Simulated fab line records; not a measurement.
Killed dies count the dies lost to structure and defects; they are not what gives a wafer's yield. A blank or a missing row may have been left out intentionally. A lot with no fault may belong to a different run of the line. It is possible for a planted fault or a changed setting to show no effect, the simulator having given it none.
fab line records    flow n5-finfet
record: lots: 10  wafers: 28  last-day: 19
route steps=1938 shown BEOL_M4@1111 BEOL_M11@1601 BEOL_M12@1602 PASSIVATION@1936
lots that met no fault: from a run of the same line without faults
start-h: start of the lot's first displayed wafer, in hours after the record's first day    wait-h: time in hours since the lot's previous step    " as in the row above    L1.1+2: a single row standing in for several wafers    - no value present, or no start provided    * or withheld: withheld    < > ~ a bound
route shown NAME@n: a module of which the file shows steps, and the number in the route of the first    usual: average and standard deviation across the fault-free wafers    same: alike in all rows    chamber/n: place in a boat    sites: each site's reading    _std_site: how widely they spread, as a standard deviation    _edge_site: the outer-site mean with the inner-site mean subtracted    radius-mm: how far each site lies from the wafer's centre    mask NAME#n: copy n    behind: the last tool/chamber to shape the wafer    hold: cause of the lot's hold/its duration in hours/its outcome    device: which transistor (n, p or np) failed to switch    end of line: the same wafers' tests at the end of the route    step lacking rows: just its recipe    killed: not the wafer's yield, but the dies lost to structure and defects at the first sort    map: the dies of a wafer, with x for killed, . for not killed, _ for no die there
set.NAME: setting as actually run; set.NAME@STEP: the setting as run at that earlier step    model.NAME: the simulator's own value behind a step, which no gauge read
route steps across a sampled set of lots; one table per step, one row per wafer
services: when a tool's chamber went out of use (start-h, in hours from the record's first day, below 0 if earlier), for how many hours, and the reason
== steps ==
step: N5_BEOL_M4_RC_MEAS_101
usual: DIBL_N: 36.3/2.2  DIBL_P: 36.0/2.4  IOFF_N: 0.16/0.042  IOFF_P: 0.22/0.041  ION_N: 672/14  ION_P: 462/7.9  SS_N: 71.7/0.76  SS_P: 73.3/0.72  VT_N: 250/3.6  VT_P: -249/3
lot.wafer  tool       chamber  start-h  wait-h  DIBL_N[mV/V]  DIBL_P[mV/V]  IOFF_N[nA/um]  IOFF_P[nA/um]  ION_N[uA/um]  ION_P[uA/um]  SS_N[mV/dec]  SS_P[mV/dec]  VT_N[mV]  VT_P[mV]
L799.1     prober-02  0        167.38   0.0     37.2          38.0          0.19           0.24           680           463           72.1          74.9          245       -252
L799.3     "          0        "        "       36.3          36.5          0.16           0.21           661           459           71.8          73.9          253       -251
L800.1     prober-02  0        175.75   0.0     37.1          36.6          0.18           0.24           673           467           71.0          73.4          251       -249
L800.2     "          0        "        "       35.7          36.3          0.15           0.24           667           466           71.5          73.0          252       -246
L800.5     "          0        "        "       38.0          37.9          0.20           0.27           679           463           72.0          73.9          244       -244
L802.1     prober-01  0        180.50   0.0     34.9          34.5          0.14           0.20           668           463           72.2          73.3          249       -248
L802.2     "          0        "        "       34.7          34.2          0.14           0.20           670           463           71.0          73.2          249       -250
L802.5     "          0        "        "       34.9          34.7          0.15           0.20           678           467           71.4          73.4          247       -246
L803.1     prober-02  0        191.97   0.0     37.0          38.2          0.18           0.25           675           465           72.0          74.1          248       -249
L803.3     "          0        "        "       38.0          38.6          0.19           0.25           666           454           72.3          73.6          246       -251
L803.6     "          0        "        "       37.0          37.7          0.17           0.24           676           470           72.0          73.1          247       -249
L804.2     prober-02  0        194.86   0.2     40.6          39.6          0.24           0.30           690           475           71.8          74.6          244       -245
L804.3     "          0        "        "       41.0          40.1          0.25           0.30           691           469           72.7          74.5          241       -244
L804.6     "          0        "        "       41.2          40.5          0.27           0.32           704           477           72.2          74.6          241       -246
L805.1     prober-01  0        205.20   0.0     32.6          30.9          0.10           0.14           651           450           71.1          71.5          256       -253
L805.2     "          0        "        "       35.4          35.6          0.16           0.20           671           460           71.6          72.7          248       -250
L805.6     "          0        "        "       35.2          34.7          0.14           0.18           661           454           72.3          72.0          248       -250
L816.2     prober-01  0        269.69   0.2     35.7          35.3          0.14           0.18           650           445           71.6          72.7          253       -252
L816.4     "          0        "        "       37.2          37.2          0.17           0.20           662           460           72.2          73.2          250       -251
L817.1     prober-01  0        294.89   0.0     35.3          33.0          0.13           0.18           679           469           70.9          73.2          254       -253
L817.2     "          0        "        "       35.4          32.8          0.14           0.19           667           457           71.1          73.2          252       -255
L817.6     "          0        "        "       38.4          37.0          0.21           0.25           696           479           71.5          73.8          247       -248
L818.3     prober-01  0        313.19   0.3     37.3          39.3          0.20           0.30           689           482           70.9          74.7          244       -241
L818.5     "          0        "        "       38.0          39.8          0.21           0.31           692           476           72.5          74.0          245       -244
L818.6     "          0        "        "       33.8          34.4          0.12           0.19           661           460           70.5          72.2          252       -249
L820.2     prober-01  0        342.46   0.6     33.2          34.8          0.14           0.19           674           468           70.5          72.9          251       -251
L820.3     "          0        "        "       34.1          35.7          0.15           0.19           685           470           71.1          72.8          249       -251
L820.6     "          0        "        "       33.4          34.9          0.14           0.20           672           465           71.2          72.7          250       -250
step: N5_BEOL_M11_INSPECT_58
recipe: inspect-instrument: darkfield  mode: post-dep
usual: raw-defect-count: 73/23
lot.wafer  tool               chamber  start-h  wait-h  raw-defect-count
L799.1     defect-inspect-02  -        232.82   0.0     64
L799.3     "                  -        "        "       73
L800.1     defect-inspect-01  -        234.41   0.0     60
L800.2     "                  -        "        "       62
L800.5     "                  -        "        "       39
L802.1     defect-inspect-01  -        240.18   0.0     66
L802.2     "                  -        "        "       59
L802.5     "                  -        "        "       48
L804.2     defect-inspect-02  -        252.68   0.0     69
L804.3     "                  -        "        "       74
L804.6     "                  -        "        "       93
L803.1     defect-inspect-01  -        253.17   0.0     46
L803.3     "                  -        "        "       41
L803.6     "                  -        "        "       45
L805.1     defect-inspect-02  -        262.17   0.0     32
L805.2     "                  -        "        "       78
L805.6     "                  -        "        "       86
L816.2     defect-inspect-02  -        333.54   0.0     88
L816.4     "                  -        "        "       90
L817.1     defect-inspect-01  -        362.50   0.0     118
L817.2     "                  -        "        "       77
L817.6     "                  -        "        "       99
L818.3     defect-inspect-02  -        382.00   0.0     88
L818.5     "                  -        "        "       64
L818.6     "                  -        "        "       124
L820.2     defect-inspect-01  -        425.43   0.0     54
L820.3     "                  -        "        "       61
L820.6     "                  -        "        "       55
step: N5_BEOL_M12_ILD_DEP_00
recipe: material: SiOC  target-thk-a: 6589.2  temp-c: 350  precursor: DEMS/O2  pressure-torr: 5  rf-w: 500  time-s: 130.7
usual: heater-power-w: 502/63  showerhead-plenum-p-Torr: 5.693/0.014  susceptor-temp-C: 350.01/0.2  throttle-valve-pct: 11.9/0.8
lot.wafer  tool      chamber  start-h  wait-h  heater-power-w  showerhead-plenum-p-Torr  susceptor-temp-C  throttle-valve-pct
L799.1     pecvd-04  1        232.85   0.0     435             5.676                     349.85            12.9
L799.3     "         2        "        "       516             5.703                     349.89            12.2
L800.1     pecvd-01  2        234.45   0.0     480             5.702                     349.84            10.9
L800.2     "         1        "        "       407             5.713                     349.84            11.2
L800.5     "         1        "        "       469             5.705                     350.15            11.3
L802.1     pecvd-01  0        240.21   0.0     522             5.685                     349.81            12.2
L802.2     "         2        "        "       446             5.698                     350.03            11.2
L802.5     "         0        "        "       535             5.674                     350.32            12.2
L804.2     pecvd-02  1        252.72   0.0     529             5.706                     350.20            12.8
L804.3     "         2        "        "       439             5.703                     350.14            10.5
L804.6     "         2        "        "       464             5.685                     350.02            10.5
L803.1     pecvd-02  2        253.21   0.0     487             5.684                     350.16            10.6
L803.3     "         1        "        "       581             5.692                     349.97            12.6
L803.6     "         0        "        "       449             5.686                     350.07            11.7
L805.1     pecvd-01  1        262.21   0.0     458             5.711                     349.97            11.2
L805.2     "         2        "        "       493             5.697                     350.06            11.2
L805.6     "         2        "        "       522             5.705                     349.93            11.0
L816.2     pecvd-01  0        333.58   0.0     539             5.681                     349.48            12.1
L816.4     "         1        "        "       462             5.702                     350.12            11.4
L817.1     pecvd-01  0        362.54   0.0     620             5.685                     350.13            12.3
L817.2     "         1        "        "       451             5.718                     349.89            11.3
L817.6     "         0        "        "       494             5.666                     349.73            12.2
L818.3     pecvd-01  1        382.03   0.0     430             5.706                     349.82            11.3
L818.5     "         0        "        "       491             5.673                     350.08            12.1
L818.6     "         2        "        "       512             5.695                     349.77            11.2
L820.2     pecvd-04  2        425.47   0.0     512             5.712                     350.07            12.3
L820.3     "         1        "        "       444             5.685                     349.82            11.4
L820.6     "         0        "        "       594             5.685                     349.82            13.6
step: N5_BEOL_M12_EXPOSE_07
recipe: mask-id: V11  na: 0.93  source-shape: conventional  sigma-outer: 0.6  polarization: unpolarized  attpsm-phase-deg: 180  dose-mj: 32.5
lot.wafer   tool            chamber  start-h  wait-h  mask
L799.1+3    krf-scanner-02  0        233.17   -       V11#0
L800.1+2+5  krf-scanner-02  0        234.76   -       V11#0
L802.1+2+5  krf-scanner-02  0        240.48   -       V11#0
L804.2+3+6  krf-scanner-02  0        252.99   -       V11#0
L803.1+3+6  krf-scanner-02  0        253.47   -       V11#0
L805.1+2+6  krf-scanner-02  0        262.47   -       V11#0
L816.2+4    krf-scanner-02  0        333.97   -       V11#0
L817.1+2+6  krf-scanner-02  0        362.92   -       V11#0
L818.3+5+6  krf-scanner-01  0        382.43   -       V11#0
L820.2+3+6  krf-scanner-01  0        425.86   -       V11#0
step: N5_BEOL_M12_CD_MEAS_10
recipe: target-cd-nm: 140  landing-energy-ev: 500  detector: se-inlens  polarity: opening
usual: cd-nm: 141.1/2.4
lot.wafer  tool       chamber  start-h  wait-h  cd-nm
L799.1     cd-sem-02  0        233.34   -       139.3
L799.3     "          0        "        "       139.8
L800.1     cd-sem-03  0        234.93   -       137.0
L800.2     "          0        "        "       136.4
L800.5     "          0        "        "       137.8
L802.1     cd-sem-03  0        240.65   -       104.4
L802.2     "          0        "        "       105.1
L802.5     "          0        "        "       142.2
L804.2     cd-sem-01  0        253.16   -       100.9
L804.3     "          0        "        "       142.7
L804.6     "          0        "        "       139.8
L803.1     cd-sem-02  0        253.64   -       104.0
L803.3     "          0        "        "       141.6
L803.6     "          0        "        "       141.4
L805.1     cd-sem-03  0        262.64   -       103.0
L805.2     "          0        "        "       104.5
L805.6     "          0        "        "       144.7
L816.2     cd-sem-02  0        334.14   -       143.5
L816.4     "          0        "        "       141.4
L817.1     cd-sem-01  0        363.10   -       141.5
L817.2     "          0        "        "       141.3
L817.6     "          0        "        "       140.4
L818.3     cd-sem-02  0        382.60   -       143.6
L818.5     "          0        "        "       144.2
L818.6     "          0        "        "       144.3
L820.2     cd-sem-02  0        426.03   -       138.1
L820.3     "          0        "        "       139.4
L820.6     "          0        "        "       138.9
step: N5_BEOL_M12_ETCH_59
recipe: chemistry: N2/H2  target: BARC  target-depth-a: 890  overetch-a: 267  time-s: 67.9  ion-energy-ev: 200  pressure-mtorr: 30  source-w: 840  bias-w: 150  n2-flow-sccm: 200  h2-flow-sccm: 200
usual: drypump-motor-current-A: 5.8/0.42  oes-product-au: 0.71/0.083  rf-vpp-V: 524.4/2.8  showerhead-plenum-p-Torr: 2.56/0.1  throttle-valve-pct: 17.77/0.27
lot.wafer  tool         chamber  start-h  wait-h  drypump-motor-current-A  oes-product-au  rf-hours-counter-h  rf-vpp-V  showerhead-plenum-p-Torr  throttle-valve-pct
L799.1     rie-diel-03  2        233.61   0.0     5.2                      0.83            2                   521.6     2.48                      17.60
L799.3     "            3        "        "       5.2                      0.61            209                 521.4     2.40                      18.07
L800.1     rie-diel-03  1        235.63   0.0     6.1                      0.82            13                  521.8     2.50                      17.35
L800.2     "            2        "        "       5.2                      0.83            3                   521.4     2.48                      17.62
L800.5     "            3        "        "       5.2                      0.61            -                   521.4     2.40                      18.07
L802.1     rie-diel-03  2        241.05   0.0     5.2                      0.81            5                   523.6     2.48                      17.62
L802.2     "            1        "        "       6.1                      0.81            15                  521.8     2.50                      17.35
L802.5     "            0        "        "       6.2                      0.59            -                   526.4     2.61                      18.12
L804.2     rie-diel-03  0        253.28   0.0     6.2                      0.58            234                 526.6     2.61                      18.12
L804.3     "            1        "        "       6.1                      0.80            19                  522.3     2.50                      17.35
L804.6     "            1        "        "       6.1                      0.80            -                   523.4     2.50                      17.35
L803.1     rie-diel-05  0        253.77   0.0     6.1                      0.80            9                   528.2     2.71                      17.45
L803.3     "            2        "        "       6.1                      0.62            205                 526.1     2.62                      18.08
L803.6     "            0        "        "       6.1                      0.80            -                   529.1     2.71                      17.44
L805.1     rie-diel-01  3        262.79   0.0     5.7                      0.74            40                  527.7     2.70                      18.16
L805.2     "            2        "        "       5.6                      0.71            72                  523.5     2.58                      17.75
L805.6     "            2        "        "       5.5                      0.72            -                   525.5     2.58                      17.75
L816.2     rie-diel-01  3        334.29   0.0     5.7                      0.72            62                  527.3     2.70                      18.20
L816.4     "            1        "        "       6.1                      0.69            91                  522.4     2.57                      17.74
L817.1     rie-diel-03  2        363.30   0.0     5.2                      0.74            46                  522.5     2.46                      17.70
L817.2     "            0        "        "       6.2                      0.80            9                   525.6     2.60                      17.68
L817.6     "            2        "        "       5.2                      0.75            -                   520.7     2.46                      17.70
L818.3     rie-diel-03  1        382.72   0.0     6.1                      0.72            60                  523.3     2.48                      17.41
L818.5     "            3        "        "       5.1                      0.80            -                   528.8     2.70                      17.65
L818.6     "            0        "        "       6.2                      0.78            -                   524.7     2.60                      17.71
L820.2     rie-diel-01  2        426.16   0.0     5.5                      0.68            120                 523.6     2.56                      17.83
L820.3     "            3        "        "       5.7                      0.69            89                  527.3     2.68                      18.24
L820.6     "            3        "        "       5.7                      0.69            -                   527.6     2.68                      18.25
step: N5_PASSIVATION_PROBE_49
usual: defect-limited-yield: 91.3/1.7  killed_at_M0_to_M3: 33/9.9  killed_at_M4_up: 14/6.4  killed-at-contacts: 12/7  killed-at-front-end: 41/13  killed-at-other: 3.1/2.9  killed-dies: 103/20  killed-on-rim: 13/4  killed-open: 67/14  killed-short: 34/9.4  sort_bin_4_leakage: 0.03/0.24  sort_bin_5_function: 5.1/1.1  sort_bin_6_memory: 3.2/0.79  sort-n-pass: 1077/21  sort-yield-pct: 91.2/1.7
same: gross-dies: 1180  killed-at-back-side: 0  sort_bin_8_speed[%]: 0
lot.wafer  tool       chamber  start-h  wait-h  defect-limited-yield[%]  killed_at_M0_to_M3  killed_at_M4_up  killed-at-contacts  killed-at-front-end  killed-at-other  killed-dies  killed-on-rim  killed-open  killed-short  sort_bin_4_leakage[%]  sort_bin_5_function[%]  sort_bin_6_memory[%]  sort-n-pass  sort-yield-pct[%]
L802.1     prober-02  -        279.17   0.0     1.4                      27                  1089             12                  32                   3                1163         152            62           23            0                      95.8                    2.5                   17           1.4
L802.2     prober-02  -        279.22   0.1     2.9                      48                  1041             2                   51                   4                1146         152            78           41            0                      93.1                    3.9                   34           2.9
L802.5     prober-02  -        279.37   0.2     92.8                     27                  9                12                  35                   2                85           14             59           23            0                      4.9                     2.1                   1095         92.8
L804.2     prober-02  -        290.56   0.6     0.3                      33                  1094             10                  35                   5                1177         152            66           28            0                      96.3                    3.3                   3            0.3
L804.3     prober-02  -        290.61   0.6     90.6                     41                  9                10                  43                   8                111          10             74           35            0                      5.8                     3.4                   1069         90.6
L804.6     prober-02  -        290.76   0.8     91.3                     27                  9                35                  29                   3                103          16             73           30            0.08                   5.4                     3.0                   1076         91.2
L803.1     prober-01  -        291.30   0.0     0.3                      45                  1073             18                  40                   1                1177         152            64           47            0                      95.7                    3.6                   3            0.3
L803.3     prober-01  -        291.40   0.1     92.1                     43                  13               7                   29                   1                93           12             56           36            0                      4.8                     2.9                   1087         92.1
L803.6     prober-01  -        291.55   0.3     92.4                     35                  16               11                  28                   0                90           8              56           34            0                      3.6                     3.8                   1090         92.4
L805.1     prober-01  -        305.67   0.0     0.5                      28                  1062             10                  71                   3                1174         152            85           60            0                      94.0                    4.9                   6            0.5
L805.2     prober-01  -        305.72   0.1     0.2                      39                  1074             13                  50                   2                1178         152            76           49            0                      95.0                    3.9                   2            0.2
L805.6     prober-01  -        305.92   0.3     89.0                     30                  26               7                   66                   1                130          20             81           41            0                      5.8                     4.2                   1050         89.0
killed by level:class
L802.1 BEOL_M12:area-expose=1078 MOL_CONTACT_COAG:geometric-particle:open=11 GATE_CUT:geometric-particle:short=8 STI_FIN_REVEAL:geometric-particle:open=6 BEOL_M2:geometric-particle:open=6 GATE_CUT:geometric-particle:open=5 BEOL_M0_SAQP:geometric-particle:short=5 BEOL_M0_SAQP:geometric-particle:open=5
L802.2 BEOL_M12:area-expose=1027 STI_FIN_REVEAL:geometric-particle:open=23 BEOL_M0_SAQP:geometric-particle:open=15 BEOL_M0_SAQP:geometric-particle:short=11 STI_FIN_REVEAL:geometric-particle:short=7 BEOL_M1:geometric-particle:open=6 BEOL_M4:geometric-particle:open=6 GATE_CUT:geometric-particle:short=5
L802.5 STI_FIN_REVEAL:geometric-particle:open=17 MOL_CONTACT_COAG:geometric-particle:open=8 BEOL_M0_SAQP:geometric-particle:open=7 BEOL_M0_SAQP:geometric-particle:short=5 GATE_CUT:geometric-particle:short=4 MOL_CONTACT_COAG:geometric-particle:short=4 BEOL_M1:geometric-particle:open=4 FIN_SAQP:geometric-particle:open=3
L804.2 BEOL_M12:area-expose=1083 BEOL_M3:geometric-particle:open=10 BEOL_M2:geometric-particle:open=9 STI_FIN_REVEAL:geometric-particle:open=8 MOL_CONTACT_COAG:geometric-particle:open=8 BEOL_M1:geometric-particle:open=7 FIN_SAQP:geometric-particle:short=6 BEOL_M4:geometric-particle:open=6
L804.3 BEOL_M3:geometric-particle:open=13 FIN_SAQP:geometric-particle:open=9 STI_FIN_REVEAL:geometric-particle:open=9 MOL_CONTACT_COAG:geometric-particle:open=8 FIN_SAQP:geometric-particle:short=7 BEOL_M1:geometric-particle:open=6 BEOL_M2:geometric-particle:open=6 PASS1_CAP:geometric-particle:short=4
L804.6 MOL_CONTACT_COAG:geometric-particle:open=31 BEOL_M0_SAQP:geometric-particle:open=9 FIN_SAQP:geometric-particle:short=7 STI_FIN_REVEAL:geometric-particle:open=6 BEOL_M0_SAQP:geometric-particle:short=5 BEOL_M3:geometric-particle:open=5 BEOL_M2:geometric-particle:open=4 MOL_CONTACT_COAG:geometric-particle:short=4
L803.1 BEOL_M12:area-expose=1065 MOL_CONTACT_COAG:geometric-particle:open=14 BEOL_M0_SAQP:geometric-particle:short=14 BEOL_M3:geometric-particle:open=10 FIN_SAQP:geometric-particle:short=8 STI_FIN_REVEAL:geometric-particle:open=8 BEOL_M0_SAQP:geometric-particle:open=6 BEOL_M2:geometric-particle:short=6
L803.3 BEOL_M0_SAQP:geometric-particle:short=14 BEOL_M0_SAQP:geometric-particle:open=11 MOL_CONTACT_COAG:geometric-particle:open=6 DUMMY_GATE:geometric-particle:open=4 BEOL_M0:geometric-particle:open=4 BEOL_M1:geometric-particle:open=4 BEOL_M1:geometric-particle:short=4 BEOL_M3:geometric-particle:open=4
L803.6 STI_FIN_REVEAL:geometric-particle:open=7 MOL_CONTACT_COAG:geometric-particle:open=6 BEOL_M0_SAQP:geometric-particle:open=6 BEOL_M1:geometric-particle:short=6 STARTING-WAFER:geometric-particle:open=6 MOL_CONTACT_COAG:geometric-particle:short=5 BEOL_M2:geometric-particle:open=5 FIN_SAQP:geometric-particle:short=4
L805.1 BEOL_M12:area-expose=1029 FIN_SAQP:geometric-particle:short=26 BEOL_M4:geometric-particle:open=22 FIN_SAQP:geometric-particle:open=15 MOL_CONTACT_COAG:geometric-particle:open=8 BEOL_M0_SAQP:geometric-particle:open=6 STI_FIN_REVEAL:geometric-particle:open=6 GATE_CUT:geometric-particle:short=6
L805.2 BEOL_M12:area-expose=1044 BEOL_M4:geometric-particle:open=16 BEOL_M0_SAQP:geometric-particle:open=12 MOL_CONTACT_COAG:geometric-particle:open=12 GATE_CUT:geometric-particle:short=11 FIN_SAQP:geometric-particle:short=10 HKMG_FIN:area-etch=9 BEOL_M2:geometric-particle:open=8
L805.6 BEOL_M4:geometric-particle:open=14 FIN_SAQP:geometric-particle:open=12 FIN_SAQP:geometric-particle:short=11 BEOL_M0_SAQP:geometric-particle:open=11 STI_FIN_REVEAL:geometric-particle:open=8 HKMG_FIN:area-etch=8 MOL_CONTACT_COAG:geometric-particle:open=6 DUMMY_GATE:geometric-particle:open=5
== services ==
tool            chamber  start-h  hours  kind
krf-scanner-01  -        211.94   0.8    pm
krf-scanner-01  -        214.85   11.6   pm
rie-diel-01     -        216.73   1.2    repair
krf-scanner-02  -        230.77   0.8    pm
krf-scanner-01  -        231.52   1.0    pm
pecvd-02        -        231.82   5.6    repair
krf-scanner-02  -        237.42   1.0    pm
rie-diel-03     0        258.93   7.9    repair
krf-scanner-02  -        263.54   1.3    pm
rie-diel-03     1        266.71   8.6    repair
krf-scanner-02  -        274.51   0.7    repair
krf-scanner-01  -        281.71   1.3    pm
rie-diel-03     1        289.50   8.2    repair
krf-scanner-01  -        309.04   1.7    repair
rie-diel-03     2        309.62   9.7    repair
krf-scanner-02  -        317.19   1.3    repair
krf-scanner-02  -        325.33   4.4    pm
krf-scanner-01  -        380.74   0.8    pm
krf-scanner-02  -        386.84   0.8    pm
pecvd-01        -        393.43   1.5    repair
krf-scanner-02  -        409.73   1.0    pm
rie-diel-03     0        412.68   1.7    repair
rie-diel-03     -        415.85   0.5    repair
rie-diel-03     0        418.15   8.2    repair
== key ==
first-sign: step: N5_BEOL_M12_CD_MEAS_10  reading: cd-nm  direction: down  sigmas: 16  usual: 141.1  struck: 103.6
effect: step: N5_PASSIVATION_PROBE_49  reading: killed_at_M4_up  direction: up  sigmas: 99+  usual: 14  struck: 1072
more-kills-born-at: N5_BEOL_M12_EXPOSE_07@krf-scanner-02: 6326
met-at N5_BEOL_M12_EXPOSE_07
struck-lots L802,L803,L804,L805
struck-wafers L802.1,L802.2,L803.1,L804.2,L805.1,L805.2
later-rows-left-out L802.1,L802.2,L803.1,L804.2,L805.1,L805.2
not-acting-at N5_BEOL_M11_INSPECT_58,N5_BEOL_M12_ILD_DEP_00,N5_BEOL_M12_ETCH_59
onset-between 234.76 240.48
fault: kind: process-parameter-drift  tool: krf-scanner-02  chamber: -  onset-h: 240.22  steps: N5_BEOL_M12_EXPOSE_07  channel: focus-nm  offset: 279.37  shape: step  end-h: 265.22  scope: struck-wafers-only
later-rows-left-out: the simulator's readings of these wafers behind a module that went badly wrong aren't trusted and aren't shown, but for the sort
